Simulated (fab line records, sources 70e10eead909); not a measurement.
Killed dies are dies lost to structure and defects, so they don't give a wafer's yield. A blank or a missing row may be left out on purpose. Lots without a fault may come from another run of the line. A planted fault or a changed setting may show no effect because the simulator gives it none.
Problem report in the 8D (eight disciplines) form, filled by code | flow nand_harc | the parts of the form that need people (team, actions taken, sign-off) are left out

1. THE PROBLEM
raw_defect_count at NHARC_P_STI_INSPECT_11 reads a mean of 657.2 on 6 wafers of 2 lots; wafers without a fault read 5.5 with a standard deviation of 2.8. That is +99 or more standard deviations from the usual mean.
First seen on wafer L809.1, day 8 17:30, on defect_inspect-02. The record holds 39 wafers of 13 lots with a number at this step. Rule for "out", or "out of limits": more than 4 standard deviations from the usual mean. The other wafers with a number count as sound.

2. WHAT IT IS AND WHAT IT IS NOT
question                    | is                                   | is not
which readings at this step | raw_defect_count                     | -
which lots                  | L809, L811                           | L797, L798, L799, L800, L803, L804, L805, L806, L808, L813, L818
which wafers of those lots  | all that have a number               | -
read on which gauges        | defect_inspect-01, defect_inspect-02 | -
when                        | from day 8 17:30                     | up to then (27 sound wafers); but 6 sound wafers of L813, L818 came after

3. SUSPECTS, AND WHAT RULES EACH OUT
Counting: a tool at a process step up to the reading stays a suspect if it ran every lot that is out and no sound lot after the first of them.
- the gauge at NHARC_P_STI_INSPECT_11: ruled out. The wafers that are out were read on 2 gauges (defect_inspect-01, defect_inspect-02).
- wet_bench-05 at NHARC_P_STI_ETCH_26 (etches SiO2 in dHF, target depth 11 nm): ruled out as a lasting fault. Sound lots L818 ran on it after its first lot that is out, L809 (day 7 23:39).
Left after counting: nothing in the record.

4. THE CAUSE (what the simulator had put in)
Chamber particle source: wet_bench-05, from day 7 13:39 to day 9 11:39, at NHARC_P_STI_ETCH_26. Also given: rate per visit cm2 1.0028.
Counting ruled it out, wrongly: the rule takes a fault to strike every lot that its tool runs from its start on, and this one did not.

5. THE CHAIN OF EFFECTS, in route order
Each row: a reading whose mean over the struck wafers that have a number lies more than 3 standard deviations from the usual. Only readings for which the record gives a usual standard deviation are gone through. hours: the time from each lot's start at the first step in this table that gives one to its start at this step, as a median over the lots. sigmas: the change in usual standard deviations.
hours | step                   | reading             | usual | on struck wafers | change | sigmas
0     | NHARC_P_STI_INSPECT_11 | raw_defect_count    | 5.5   | 657.2            | +651.7 | +99 or more
524   | NHARC_END_SORT_01      | killed_at_periphery | 4.1   | 71.5             | +67.4  | +24
524   | NHARC_END_SORT_01      | killed_dies         | 64    | 148              | +84    | +4.2

6. WHAT WOULD HAVE CAUGHT IT SOONER
In this record the first reading out of limits at a measuring or inspecting step was taken at day 8 17:30, 28 hours after the fault began at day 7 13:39.
